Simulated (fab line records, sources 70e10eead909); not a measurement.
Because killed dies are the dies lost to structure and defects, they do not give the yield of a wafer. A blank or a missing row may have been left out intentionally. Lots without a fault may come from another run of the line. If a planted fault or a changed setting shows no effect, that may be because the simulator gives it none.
Chamber matching || flow nandHarc || NHARC_P_GATE_DEP_103 on pecvd-03: 3 sister chambers
The step deposits SiON, target thk 30 nm. 6 wafers are shown with their chamber, then 9 later ones without.

WAFERS PAIRED WITH THEIR CHAMBERS
{"wafer": "L076.6", "chamber": 2, "heaterPowerW (W)": 875}
{"wafer": "L088.3", "chamber": 2, "heaterPowerW (W)": 954}
{"wafer": "L088.5", "chamber": 0, "heaterPowerW (W)": 591}
{"wafer": "L090.3", "chamber": 1, "heaterPowerW (W)": 692}
{"wafer": "L090.4", "chamber": 1, "heaterPowerW (W)": 678}
{"wafer": "L090.6", "chamber": 0, "heaterPowerW (W)": 577}

WAFERS WITH NO CHAMBER GIVEN
{"wafer": "L091.1", "heaterPowerW (W)": 708}
{"wafer": "L091.2", "heaterPowerW (W)": 865}
{"wafer": "L091.4", "heaterPowerW (W)": 595}
{"wafer": "L092.1", "heaterPowerW (W)": 634}
{"wafer": "L092.3", "heaterPowerW (W)": 935}
{"wafer": "L092.5", "heaterPowerW (W)": 651}
{"wafer": "L096.2", "heaterPowerW (W)": 859}
{"wafer": "L096.5", "heaterPowerW (W)": 856}
{"wafer": "L096.6", "heaterPowerW (W)": 673}

EACH ONE'S CHAMBER
{"wafer": "L091.1", "from the rows above": 1, "in truth": 1}
{"wafer": "L091.2", "from the rows above": 2, "in truth": 2}
{"wafer": "L091.4", "from the rows above": 0, "in truth": 0}
{"wafer": "L092.1", "from the rows above": "can't be placed: 0 or 1", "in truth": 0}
{"wafer": "L092.3", "from the rows above": 2, "in truth": 2}
{"wafer": "L092.5", "from the rows above": "can't be placed: 1 or 0", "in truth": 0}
{"wafer": "L096.2", "from the rows above": 2, "in truth": 2}
{"wafer": "L096.5", "from the rows above": 2, "in truth": 2}
{"wafer": "L096.6", "from the rows above": 1, "in truth": 1}
Correctly placed: 7 of 9. From these rows, 2 cannot be placed; in 2 the true chamber is one of the candidates. 0 placed wrongly.
How it was worked out, from the rows above alone: a wafer's distance from a chamber is the root of the sum, over the readings, of the square of ((its reading less the chamber's mean) divided by the reading's scatter). If the next closest chamber is less than 2 further off than the closest, the wafer can't be placed; otherwise it belongs to the closest. The mean given for a chamber averages the wafers shown for that chamber. How the scatter is found: for the shown wafers, subtract from each reading the mean of its chamber, square and add these, divide the total by (wafers less chambers), then take the root.
